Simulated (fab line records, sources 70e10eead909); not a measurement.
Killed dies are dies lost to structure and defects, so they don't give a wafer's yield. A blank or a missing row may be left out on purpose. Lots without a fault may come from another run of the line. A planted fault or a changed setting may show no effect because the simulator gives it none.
Which tool did it? | flow nand_harc | 6 lots, 18 wafers sampled, at 5 steps of a route of 1302

WHAT THE GAUGES READ, wafer by wafer
NHARC_END_SORT_01.
lot  | measured     | on        | defect_limited_yield (%)
L273 | day 30 17:01 | prober-01 | 93.2 92.9 91.9
L276 | day 30 09:15 | prober-01 | 90.3

WHICH TOOL RAN EACH LOT (tool, then ch and the chambers of the sampled wafers, then the start)
lot  | NHARC_A_CONTACT_STRIP_26                      | NHARC_A_CONTACT_CVD_19                   | NHARC_A_CONTACT_CMP_20      | NHARC_A_M0_STRIP_19
L264 | rie_diel-12 ch 0,1,2, day 23 20:28 or earlier | cvd_w-02 ch 0,1, day 23 20:28 or earlier | cmp-02 ch 0,1, day 23 20:28 | wet_bench-09 ch 2,3,5, day 24 02:52
L266 | rie_diel-12 ch 0,1, day 25 18:10 or earlier   | cvd_w-01 ch 0,1, day 25 18:10 or earlier | cmp-03 ch 0,1, day 25 18:10 | wet_bench-05 ch 4,6,7, day 26 00:10
L273 | rie_diel-12 ch 0,1, day 28 12:42 or earlier   | cvd_w-01 ch 0,1, day 28 12:42 or earlier | cmp-02 ch 0,2, day 28 12:42 | wet_bench-06 ch 1,3,4, day 28 18:56
L276 | rie_diel-05 ch 0,2, day 28 16:30 or earlier   | cvd_w-01 ch 0,1, day 28 16:30 or earlier | cmp-02 ch 0,1, day 28 16:30 | wet_bench-09 ch 0,2,7, day 28 22:17
L277 | rie_diel-12 ch 1,2, day 29 18:28 or earlier   | cvd_w-01 ch 0, day 29 18:28 or earlier   | cmp-02 ch 0,2, day 29 18:28 | wet_bench-05 ch 3,4,5, day 30 00:08
L282 | rie_diel-06 ch 0,1,3, day 31 15:37 or earlier | cvd_w-02 ch 0,1, day 31 15:37 or earlier | cmp-03 ch 2,3, day 31 15:37 | wet_bench-09 ch 2,4,7, day 31 21:27
- NHARC_A_CONTACT_STRIP_26: strips in O2.
- NHARC_A_CONTACT_CVD_19: deposits W, target thk 300 nm, time 802 s.
- NHARC_A_CONTACT_CMP_20: polishes, t overpolish 30 s, target thk 300 nm.
- NHARC_A_M0_STRIP_19: strips in post etch residue remover, time 600 s.

THE ANSWER, worked out from the rows above alone
Rule: what is usual is taken from the lots themselves. Put in order of their means at a reading, lots are off if they are a third of the lots or fewer, leave a main group of 4 or more, and stand apart from it by a gap of 3 or more times the standard deviation of the main group's means; of several such gaps the widest counts. A main group whose means are all the same, to the digits that the tables above print for the reading, isn't used. A lot without any number at a reading at which 4 lots or more have one is off too. The other lots that the step has rows for count as sound.
No lot is off at any reading shown: from this, nothing can be told.

WHAT THE SIMULATOR HAD PUT IN
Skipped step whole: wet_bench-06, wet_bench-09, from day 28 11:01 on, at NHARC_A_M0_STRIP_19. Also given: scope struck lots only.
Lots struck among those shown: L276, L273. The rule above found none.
